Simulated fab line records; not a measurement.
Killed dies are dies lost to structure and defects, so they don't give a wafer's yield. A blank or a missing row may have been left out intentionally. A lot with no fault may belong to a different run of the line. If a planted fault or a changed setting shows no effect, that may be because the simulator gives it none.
fab line records + flow n5Finfet
record:
- lots: 5
- wafers: 15
- lastDay: 18
route steps=1938 shown BEOL_M3@976
lots with no fault: from the same line, run without faults
startH: hours from the record's opening day to when the first of the lot's shown wafers began + waitH: hours elapsed since this lot's preceding step + " repeats the value in the row above + L1.1+2: several wafers, shown together as one row + - no value, or no start given + * or withheld: withheld + < > ~ a bound
route shown NAME@n: NAME is a module with steps in the file, n the number in the route of the first one + usual: mean/standard deviation of fault-free wafers + same: alike in all rows + chamber/n: place in a boat + sites: the reading at each site + _std_site: the standard deviation of these + _edge_site: the outer-site mean with the inner-site mean subtracted + radiusMm: for every site, how far away it sits from the centre of the wafer + mask NAME#n: copy n + behind: the tool/chamber that last shaped the wafer + hold: why the lot went on hold/how many hours it stayed there/how the hold came to an end + device: the transistor (n, p or np) that didn't switch + end of line: the same wafers' tests at the end of the route + a step with no rows: only its recipe + killed: dies lost to structure and defects at the first sort, not the wafer's yield + map: the dies of a wafer, with x for killed, . for not killed, _ for no die there
set.NAME: the setting that was run; set.NAME@STEP: the one run at that earlier step + model.NAME: the simulator's own value behind a step, which no gauge read
lots at some steps of the route; a table a step, a row a wafer
services: from which hour (startH, from the record's first day; less than 0 if before it) a tool's chamber was out of use, for how many hours, and why
== steps ==
step: N5_BEOL_M3_STRIP_78
recipe:
- chemistry: N2/H2
- tempC: 40
- n2FlowSccm: 200
- h2FlowSccm: 200
- rfFrequencyHz: 6e+07
| lot.wafer  | tool       | chamber | startH | waitH |
|------------|------------|---------|--------|-------|
| L077.1+2+6 | rieDiel-05 | 2,0,2   | 162.93 | 0.0   |
| L081.2+4+5 | rieDiel-05 | 0,2,0   | 191.54 | 0.0   |
| L084.1+2+4 | rieDiel-06 | 1,0,3   | 211.08 | 0.0   |
| L085.3+4+5 | rieDiel-03 | 1,0,0   | 213.67 | 0.0   |
| L096.2+4+6 | rieDiel-06 | 3,2,1   | 303.24 | 0.0   |
step: N5_BEOL_M3_VIA_ETCH_34
recipe:
- chemistry: C4F6/O2
- targetDepthA: 694
- maskMaterial: SOC
- pressureMtorr: 15
- ionEnergyEv: 250
- taperDeg: 4
- timeS: 65.9
- sourceW: 350
- biasW: 170
- Ar_flow_sccm: 300
- C4F6_flow_sccm: 10
- O2_flow_sccm: 10
usual:
- C4F6_flow_sccm: 10.000/0.028
- chamberPressureMTorr: 15.000/0.013
- drypumpMotorCurrentA: 5.8/0.49
- oes_f_703_au: 0.72/0.05
- oes_o_777_au: 0.72/0.052
- oesProductAu: 0.71/0.048
- rfFwdPowerW: 346.8/1.5
- rfVppV: 670/18
- showerheadPlenumPTorr: 2.90/0.078
- throttleValvePct: 30.92/0.27
same:
- timeS: 65.9
| lot.wafer | tool       | chamber | startH | waitH | C4F6_flow_sccm | chamberPressureMTorr | drypumpMotorCurrentA | oes_f_703_au | oes_o_777_au | oesProductAu | rfFwdPowerW | rfHoursCounterH | rfVppV | showerheadPlenumPTorr | throttleValvePct |
|-----------|------------|---------|--------|-------|----------------|----------------------|----------------------|--------------|--------------|--------------|-------------|-----------------|--------|-----------------------|------------------|
| L077.1    | rieDiel-05 | 2       | 162.94 | 0.0   | 9.991          | 15.030               | 6.3                  | 0.73         | 0.74         | 0.74         | 348.3       | 197             | 667    | 2.95                  | 30.70            |
| L077.2    | "          | 0       | "      | "     | 9.981          | 14.994               | 5.3                  | 0.80         | 0.79         | 0.77         | 346.0       | 151             | 666    | 2.96                  | 30.64            |
| L077.6    | "          | 2       | "      | "     | 10.029         | 14.994               | 6.4                  | 0.73         | 0.74         | 0.73         | 347.7       | -               | 666    | 2.95                  | 30.70            |
| L081.2    | rieDiel-05 | 0       | 191.55 | 0.0   | 10.000         | 15.007               | 5.3                  | 0.78         | 0.78         | 0.76         | 348.7       | 159             | 667    | 2.96                  | 30.64            |
| L081.4    | "          | 2       | "      | "     | 10.003         | 15.025               | 6.3                  | 0.74         | 0.73         | 0.73         | 348.4       | 205             | 666    | 2.94                  | 30.72            |
| L081.5    | "          | 0       | "      | "     | 10.024         | 15.015               | 5.3                  | 0.79         | 0.78         | 0.76         | 349.3       | -               | 666    | 2.96                  | 30.64            |
| L084.1    | rieDiel-06 | 1       | 211.09 | 0.0   | 9.989          | 15.016               | 5.7                  | 0.70         | 0.69         | 0.69         | 345.2       | 212             | 657    | 2.96                  | 30.83            |
| L084.2    | "          | 0       | "      | "     | 9.996          | 14.998               | 5.7                  | 0.69         | 0.71         | 0.70         | 345.6       | 205             | 686    | 2.89                  | 30.25            |
| L084.4    | "          | 3       | "      | "     | 9.980          | 14.984               | 5.2                  | 0.74         | 0.75         | 0.74         | 346.2       | -               | 660    | 2.71                  | 31.00            |
| L085.3    | rieDiel-03 | 1       | 213.68 | 0.0   | 9.978          | 14.984               | 6.4                  | 0.68         | 0.68         | 0.68         | 347.2       | 242             | 653    | 2.93                  | 30.84            |
| L085.4    | "          | 0       | "      | "     | 10.062         | 14.997               | 5.9                  | 0.67         | 0.67         | 0.70         | 346.4       | 199             | 709    | 2.95                  | 31.21            |
| L085.5    | "          | 0       | "      | "     | 10.026         | 14.985               | 5.9                  | 0.67         | 0.66         | 0.70         | 347.3       | -               | 709    | 2.95                  | 31.22            |
| L096.2    | rieDiel-06 | 3       | 303.25 | 0.0   | 10.001         | 14.995               | 5.1                  | 0.72         | 0.72         | 0.71         | 346.9       | 244             | 659    | 2.69                  | 31.02            |
| L096.4    | "          | 2       | "      | "     | 9.944          | 15.044               | 6.7                  | 0.72         | 0.72         | 0.74         | 345.3       | 171             | 687    | 2.75                  | 30.89            |
| L096.6    | "          | 1       | "      | "     | 9.970          | 15.009               | 5.7                  | 0.68         | 0.67         | 0.68         | 345.5       | -               | 658    | 2.95                  | 30.87            |
step: N5_BEOL_M3_STRIP_83
recipe:
- chemistry: C4F6/O2
- resist: SiARC
- rfFrequencyHz: 6e+07
| lot.wafer  | tool       | chamber | startH | waitH |
|------------|------------|---------|--------|-------|
| L077.1+2+6 | rieDiel-05 | 2,0,2   | 162.99 | 0.0   |
| L081.2+4+5 | rieDiel-05 | 0,2,0   | 191.60 | 0.0   |
| L084.1+2+4 | rieDiel-06 | 1,0,3   | 211.14 | 0.0   |
| L085.3+4+5 | rieDiel-03 | 1,0,0   | 213.73 | 0.0   |
| L096.2+4+6 | rieDiel-06 | 3,2,1   | 303.30 | 0.0   |
step: N5_BEOL_M3_STRIP_36
recipe:
- chemistry: N2/H2
- powerW: 450
- tempC: 40
- pressureMtorr: 20
- rfFrequencyHz: 6e+07
- overashFraction: 0.3
- biasPowerW: 7
- h2Frac: 0.5
- n2FlowSccm: 200
- h2FlowSccm: 200
usual:
- chamberPressureMTorr: 20.00/0.032
- drypumpMotorCurrentA: 5.8/0.49
- oesProductAu: 0.71/0.05
- rfVppV: 59.3/1.4
- showerheadPlenumPTorr: 2.58/0.08
- throttleValvePct: 23.9/0.35
| lot.wafer | tool       | chamber | startH | waitH | chamberPressureMTorr | drypumpMotorCurrentA | oesProductAu | rfHoursCounterH | rfVppV | showerheadPlenumPTorr | throttleValvePct |
|-----------|------------|---------|--------|-------|----------------------|----------------------|--------------|-----------------|--------|-----------------------|------------------|
| L077.1    | rieDiel-05 | 2       | 163.00 | 0.0   | 20.00                | 6.4                  | 0.72         | 197             | 57.0   | 2.64                  | 23.9             |
| L077.2    | "          | 0       | "      | "     | 19.98                | 5.3                  | 0.76         | 151             | 60.1   | 2.63                  | 23.3             |
| L077.6    | "          | 2       | "      | "     | 19.97                | 6.4                  | 0.73         | -               | 59.9   | 2.64                  | 23.9             |
| L081.2    | rieDiel-05 | 0       | 191.61 | 0.0   | 19.99                | 5.3                  | 0.75         | 159             | 62.6   | 2.63                  | 23.3             |
| L081.4    | "          | 2       | "      | "     | 20.00                | 6.3                  | 0.72         | 205             | 61.7   | 2.64                  | 23.9             |
| L081.5    | "          | 0       | "      | "     | 20.01                | 5.3                  | 0.76         | -               | 58.1   | 2.63                  | 23.3             |
| L084.1    | rieDiel-06 | 1       | 211.15 | 0.0   | 19.97                | 5.7                  | 0.68         | 212             | 59.8   | 2.61                  | 23.3             |
| L084.2    | "          | 0       | "      | "     | 19.99                | 5.7                  | 0.70         | 205             | 60.2   | 2.62                  | 23.6             |
| L084.4    | "          | 3       | "      | "     | 20.03                | 5.2                  | 0.73         | -               | 57.9   | 2.40                  | 23.5             |
| L085.3    | rieDiel-03 | 1       | 213.74 | 0.0   | 19.98                | 6.4                  | 0.66         | 242             | 62.6   | 2.63                  | 24.0             |
| L085.4    | "          | 0       | "      | "     | 20.02                | 5.9                  | 0.71         | 200             | 58.4   | 2.64                  | 24.1             |
| L085.5    | "          | 0       | "      | "     | 20.03                | 5.9                  | 0.71         | -               | 61.8   | 2.64                  | 24.1             |
| L096.2    | rieDiel-06 | 3       | 303.31 | 0.0   | 19.98                | 5.2                  | 0.71         | 244             | 59.5   | 2.38                  | 23.5             |
| L096.4    | "          | 2       | "      | "     | 20.04                | 6.7                  | 0.75         | 171             | 58.5   | 2.43                  | 23.8             |
| L096.6    | "          | 1       | "      | "     | 20.01                | 5.7                  | 0.67         | -               | 59.8   | 2.59                  | 23.4             |
step: N5_BEOL_M3_TRENCH_ETCH_37
recipe:
- chemistry: C4F6/O2
- targetDepthA: 555.55
- target: SiOC
- timeS: 29.2
- ionEnergyEv: 250
- pressureMtorr: 30
- sourceW: 355
- biasW: 185
- Ar_flow_sccm: 300
- C4F6_flow_sccm: 10
- O2_flow_sccm: 10
usual:
- C4F6_flow_sccm: 9.997/0.027
- chamberPressureMTorr: 29.997/0.027
- drypumpMotorCurrentA: 5.8/0.49
- oes_f_703_au: 0.72/0.05
- oes_o_777_au: 0.72/0.054
- oesProductAu: 0.71/0.048
- rfFwdPowerW: 349.4/2.1
- rfVppV: 670/18
- showerheadPlenumPTorr: 2.90/0.078
- throttleValvePct: 20.97/0.22
same:
- timeS: 29.2
| lot.wafer | tool       | chamber | startH | waitH | C4F6_flow_sccm | chamberPressureMTorr | drypumpMotorCurrentA | oes_f_703_au | oes_o_777_au | oesProductAu | rfFwdPowerW | rfHoursCounterH | rfVppV | showerheadPlenumPTorr | throttleValvePct |
|-----------|------------|---------|--------|-------|----------------|----------------------|----------------------|--------------|--------------|--------------|-------------|-----------------|--------|-----------------------|------------------|
| L077.1    | rieDiel-05 | 2       | -      | -     | 9.987          | 30.042               | 6.3                  | 0.73         | 0.74         | 0.73         | 350.6       | 197             | 666    | 2.95                  | 20.74            |
| L077.2    | "          | 0       | "      | "     | 9.970          | 29.975               | 5.3                  | 0.80         | 0.78         | 0.77         | 350.3       | 151             | 666    | 2.96                  | 20.64            |
| L077.6    | "          | 2       | "      | "     | 9.978          | 29.944               | 6.4                  | 0.74         | 0.74         | 0.74         | 349.4       | -               | 666    | 2.95                  | 20.77            |
| L081.2    | rieDiel-05 | 0       | -      | -     | 9.988          | 29.995               | 5.3                  | 0.79         | 0.78         | 0.75         | 350.3       | 159             | 667    | 2.96                  | 20.65            |
| L081.4    | "          | 2       | "      | "     | 10.017         | 30.026               | 6.4                  | 0.73         | 0.74         | 0.73         | 352.1       | 205             | 667    | 2.95                  | 20.76            |
| L081.5    | "          | 0       | "      | "     | 9.959          | 30.022               | 5.3                  | 0.80         | 0.79         | 0.77         | 351.5       | -               | 666    | 2.96                  | 20.65            |
| L084.1    | rieDiel-06 | 1       | -      | -     | 10.011         | 30.031               | 5.7                  | 0.70         | 0.68         | 0.69         | 348.0       | 212             | 658    | 2.97                  | 20.89            |
| L084.2    | "          | 0       | "      | "     | 10.024         | 30.009               | 5.7                  | 0.68         | 0.69         | 0.70         | 346.8       | 205             | 687    | 2.89                  | 20.53            |
| L084.4    | "          | 3       | "      | "     | 9.987          | 29.999               | 5.2                  | 0.75         | 0.75         | 0.73         | 349.8       | -               | 660    | 2.71                  | 20.96            |
| L085.3    | rieDiel-03 | 1       | -      | -     | 10.023         | 29.961               | 6.4                  | 0.68         | 0.68         | 0.67         | 350.0       | 242             | 652    | 2.93                  | 21.09            |
| L085.4    | "          | 0       | "      | "     | 9.981          | 29.975               | 5.9                  | 0.68         | 0.66         | 0.70         | 351.8       | 200             | 708    | 2.96                  | 21.00            |
| L085.5    | "          | 0       | "      | "     | 10.008         | 29.994               | 5.9                  | 0.67         | 0.66         | 0.70         | 353.0       | -               | 709    | 2.96                  | 21.00            |
| L096.2    | rieDiel-06 | 3       | -      | -     | 9.979          | 29.990               | 5.2                  | 0.72         | 0.73         | 0.71         | 351.1       | 244             | 659    | 2.70                  | 20.99            |
| L096.4    | "          | 2       | "      | "     | 10.003         | 30.002               | 6.7                  | 0.72         | 0.72         | 0.74         | 349.6       | 171             | 688    | 2.75                  | 21.07            |
| L096.6    | "          | 1       | "      | "     | 9.902          | 30.019               | 5.7                  | 0.68         | 0.67         | 0.68         | 347.7       | -               | 656    | 2.96                  | 20.91            |
step: N5_BEOL_M3_ETCH_41
recipe:
- chemistry: CH3F/O2
- target: SiCN
- targetDepthA: 299
- taperDeg: 2
- timeS: 52.5
- ionEnergyEv: 120
- maskMaterial: TiN
- pressureMtorr: 30
- sourceW: 395
- biasW: 75
- Ar_flow_sccm: 150
- CH3F_flow_sccm: 30
- O2_flow_sccm: 20
usual:
- chamberPressureMTorr: 29.997/0.028
- drypumpMotorCurrentA: 5.8/0.48
- oesProductAu: 0.71/0.047
- rfFwdPowerW: 390.7/2
- rfVppV: 298.0/1.5
- showerheadPlenumPTorr: 2.04/0.057
- throttleValvePct: 16.44/0.18
same:
- timeS: 52.5
| lot.wafer | tool       | chamber | startH | waitH | chamberPressureMTorr | drypumpMotorCurrentA | oesProductAu | rfFwdPowerW | rfHoursCounterH | rfVppV | showerheadPlenumPTorr | throttleValvePct |
|-----------|------------|---------|--------|-------|----------------------|----------------------|--------------|-------------|-----------------|--------|-----------------------|------------------|
| L077.1    | rieDiel-05 | 2       | -      | -     | 29.983               | 6.3                  | 0.73         | 392.5       | 197             | 299.1  | 2.08                  | 16.27            |
| L077.2    | "          | 0       | "      | "     | 30.014               | 5.3                  | 0.77         | 393.3       | 151             | 300.6  | 2.09                  | 16.11            |
| L077.6    | "          | 2       | "      | "     | 29.987               | 6.3                  | 0.73         | 390.9       | -               | 299.9  | 2.08                  | 16.26            |
| L081.2    | rieDiel-05 | 0       | -      | -     | 29.988               | 5.3                  | 0.75         | 392.5       | 159             | 299.9  | 2.08                  | 16.14            |
| L081.4    | "          | 2       | "      | "     | 29.973               | 6.3                  | 0.72         | 392.0       | 205             | 298.4  | 2.08                  | 16.30            |
| L081.5    | "          | 0       | "      | "     | 30.020               | 5.3                  | 0.75         | 393.3       | -               | 298.4  | 2.08                  | 16.14            |
| L084.1    | rieDiel-06 | 1       | -      | -     | 29.982               | 5.7                  | 0.68         | 389.4       | 212             | 299.3  | 2.09                  | 16.30            |
| L084.2    | "          | 0       | "      | "     | 30.003               | 5.7                  | 0.69         | 384.8       | 205             | 297.9  | 2.04                  | 16.16            |
| L084.4    | "          | 3       | "      | "     | 30.024               | 5.2                  | 0.73         | 390.5       | -               | 294.9  | 1.90                  | 16.45            |
| L085.3    | rieDiel-03 | 1       | -      | -     | 29.961               | 6.4                  | 0.67         | 392.7       | 242             | 298.9  | 2.06                  | 16.58            |
| L085.4    | "          | 0       | "      | "     | 29.976               | 5.9                  | 0.69         | 389.9       | 200             | 297.5  | 2.08                  | 16.44            |
| L085.5    | "          | 0       | "      | "     | 30.008               | 5.9                  | 0.70         | 391.1       | -               | 298.9  | 2.08                  | 16.43            |
| L096.2    | rieDiel-06 | 3       | -      | -     | 29.955               | 5.2                  | 0.71         | 390.5       | 244             | 294.4  | 1.89                  | 16.51            |
| L096.4    | "          | 2       | "      | "     | 30.014               | 6.7                  | 0.75         | 389.4       | 171             | 295.7  | 1.93                  | 16.48            |
| L096.6    | "          | 1       | "      | "     | 30.076               | 5.7                  | 0.67         | 389.1       | -               | 297.6  | 2.08                  | 16.37            |
step: N5_BEOL_M3_STRIP_97
recipe:
- chemistry: N2/H2
- timeS: 10
- powerW: 450
- tempC: 40
- pressureMtorr: 20
- rfFrequencyHz: 6e+07
- biasPowerW: 7
- n2FlowSccm: 200
- h2FlowSccm: 200
usual:
- chamberPressureMTorr: 20.003/0.026
- drypumpMotorCurrentA: 5.8/0.49
- oesProductAu: 0.71/0.05
- rfVppV: 59.2/0.85
- showerheadPlenumPTorr: 2.58/0.08
- throttleValvePct: 23.9/0.35
same:
- timeS: 10
| lot.wafer | tool       | chamber | startH | waitH | chamberPressureMTorr | drypumpMotorCurrentA | oesProductAu | rfHoursCounterH | rfVppV | showerheadPlenumPTorr | throttleValvePct |
|-----------|------------|---------|--------|-------|----------------------|----------------------|--------------|-----------------|--------|-----------------------|------------------|
| L077.1    | rieDiel-05 | 2       | -      | -     | 20.010               | 6.4                  | 0.72         | 197             | 60.0   | 2.64                  | 23.9             |
| L077.2    | "          | 0       | "      | "     | 20.022               | 5.3                  | 0.75         | 151             | 58.6   | 2.63                  | 23.3             |
| L077.6    | "          | 2       | "      | "     | 19.981               | 6.4                  | 0.73         | -               | 58.7   | 2.64                  | 23.9             |
| L081.2    | rieDiel-05 | 0       | -      | -     | 20.005               | 5.3                  | 0.76         | 159             | 59.3   | 2.63                  | 23.3             |
| L081.4    | "          | 2       | "      | "     | 19.979               | 6.4                  | 0.73         | 205             | 59.5   | 2.64                  | 23.9             |
| L081.5    | "          | 0       | "      | "     | 19.994               | 5.3                  | 0.76         | -               | 59.7   | 2.63                  | 23.3             |
| L084.1    | rieDiel-06 | 1       | -      | -     | 20.002               | 5.7                  | 0.68         | 212             | 60.2   | 2.61                  | 23.3             |
| L084.2    | "          | 0       | "      | "     | 19.997               | 5.7                  | 0.70         | 205             | 58.8   | 2.62                  | 23.6             |
| L084.4    | "          | 3       | "      | "     | 20.006               | 5.2                  | 0.73         | -               | 59.6   | 2.40                  | 23.5             |
| L085.3    | rieDiel-03 | 1       | -      | -     | 19.985               | 6.4                  | 0.68         | 242             | 58.2   | 2.63                  | 24.0             |
| L085.4    | "          | 0       | "      | "     | 19.973               | 5.9                  | 0.71         | 200             | 60.4   | 2.64                  | 24.1             |
| L085.5    | "          | 0       | "      | "     | 20.014               | 5.9                  | 0.71         | -               | 58.5   | 2.64                  | 24.1             |
| L096.2    | rieDiel-06 | 3       | -      | -     | 20.000               | 5.2                  | 0.71         | 244             | 59.2   | 2.38                  | 23.5             |
| L096.4    | "          | 2       | "      | "     | 20.020               | 6.7                  | 0.75         | 171             | 58.2   | 2.43                  | 23.8             |
| L096.6    | "          | 1       | "      | "     | 20.230               | 5.7                  | 0.67         | -               | 57.9   | 2.59                  | 23.4             |
step: N5_BEOL_M3_OCD_MEAS_38
usual:
- trenchDepthNm: 55.0/1.1
| lot.wafer | tool   | chamber | startH | waitH | trenchDepthNm |
|-----------|--------|---------|--------|-------|---------------|
| L077.1    | ocd-01 | -       | 163.20 | -     | 54.7          |
| L077.2    | "      | -       | "      | "     | 57.2          |
| L077.6    | "      | -       | "      | "     | 54.9          |
| L081.2    | ocd-02 | -       | 191.81 | -     | 57.1          |
| L081.4    | "      | -       | "      | "     | 54.6          |
| L081.5    | "      | -       | "      | "     | 57.1          |
| L084.1    | ocd-01 | -       | 211.34 | -     | 56.1          |
| L084.2    | "      | -       | "      | "     | 55.3          |
| L084.4    | "      | -       | "      | "     | 55.6          |
| L085.3    | ocd-01 | -       | 213.93 | -     | 55.1          |
| L085.4    | "      | -       | "      | "     | 54.4          |
| L085.5    | "      | -       | "      | "     | 54.6          |
| L096.2    | ocd-02 | -       | 303.50 | -     | 55.2          |
| L096.4    | "      | -       | "      | "     | 55.7          |
| L096.6    | "      | -       | "      | "     | 55.3          |
step: N5_BEOL_M3_HM_STRIP_39
recipe:
- chemistry: peroxideTinStrip
- material: TiN
- targetDepthA: 250
- tempC: 50
- timeS: 158
same:
- timeS: 158
| lot.wafer  | tool        | chamber | startH | waitH |
|------------|-------------|---------|--------|-------|
| L077.1+2+6 | wetBench-05 | 1,0,5   | 163.23 | 0.0   |
| L081.2+4+5 | wetBench-05 | 6,4,3   | 191.84 | 0.0   |
| L084.1+2+4 | wetBench-02 | 5,3,0   | 211.38 | 0.0   |
| L085.3+4+5 | wetBench-03 | 1,0,3   | 213.96 | 0.0   |
| L096.2+4+6 | wetBench-03 | 3,6,4   | 303.53 | 0.0   |
step: N5_BEOL_M3_SRD_40
recipe:
- timeS: 30
- tempC: 23
- rinseLiquid: diw
- dry: ipaMarangoni
same:
- timeS: 30
| lot.wafer  | tool        | chamber | startH | waitH |
|------------|-------------|---------|--------|-------|
| L077.1+2+6 | wetBench-05 | 1,0,5   | 163.28 | 0.0   |
| L081.2+4+5 | wetBench-05 | 6,4,3   | 191.89 | 0.0   |
| L084.1+2+4 | wetBench-02 | 5,3,0   | 211.42 | 0.0   |
| L085.3+4+5 | wetBench-03 | 1,0,3   | 214.01 | 0.0   |
| L096.2+4+6 | wetBench-03 | 3,6,4   | 303.63 | 0.0   |
step: N5_BEOL_M3_PRECLEAN_42
recipe:
- chemistry: residueRemover
- timeS: 60
- tempC: 40
same:
- timeS: 60
| lot.wafer  | tool        | chamber | startH | waitH |
|------------|-------------|---------|--------|-------|
| L077.1+2+6 | wetBench-05 | 1,0,5   | 163.29 | 0.0   |
| L081.2+4+5 | wetBench-05 | 6,4,3   | 191.90 | 0.0   |
| L084.1+2+4 | wetBench-02 | 5,3,0   | 211.44 | 0.0   |
| L085.3+4+5 | wetBench-03 | 1,0,3   | 214.03 | 0.0   |
| L096.2+4+6 | wetBench-03 | 3,6,4   | 303.66 | 0.0   |
step: N5_BEOL_M3_SRD_43
recipe:
- timeS: 30
- tempC: 23
- rinseLiquid: diw
- dry: ipaMarangoni
same:
- timeS: 30
| lot.wafer  | tool        | chamber | startH | waitH |
|------------|-------------|---------|--------|-------|
| L077.1+2+6 | wetBench-05 | 1,0,5   | 163.31 | 0.0   |
| L081.2+4+5 | wetBench-05 | 6,4,3   | 191.92 | 0.0   |
| L084.1+2+4 | wetBench-02 | 5,3,0   | 211.46 | 0.0   |
| L085.3+4+5 | wetBench-03 | 1,0,3   | 214.04 | 0.0   |
| L096.2+4+6 | wetBench-03 | 3,6,4   | 303.69 | 0.0   |
== services ==
| tool       | chamber | startH | hours | kind                        |
|------------|---------|--------|-------|-----------------------------|
| rieDiel-06 | -       | 182.23 | 2.8   | pm                          |
| rieDiel-03 | -       | 242.73 | 14.6  | pm                          |
| rieDiel-05 | 3       | 272.30 | -     | clean                       |
| rieDiel-05 | 3       | 272.30 | -     | consumableReplace:focusRing |
| rieDiel-05 | 3       | 272.30 | 16.6  | scheduledDown               |
| rieDiel-05 | 3       | 272.30 | 16.6  | ventCycle                   |
| rieDiel-03 | 3       | 279.83 | -     | clean                       |
| rieDiel-03 | 3       | 279.83 | -     | consumableReplace:focusRing |
| rieDiel-03 | 3       | 279.83 | 23.5  | scheduledDown               |
| rieDiel-03 | 3       | 279.83 | 23.5  | ventCycle                   |
| rieDiel-05 | 1       | 282.09 | 17.6  | repair                      |
| rieDiel-05 | 2       | 299.70 | 4.2   | repair                      |
| rieDiel-05 | -       | 302.74 | 1.0   | repair                      |
== key ==
fault none
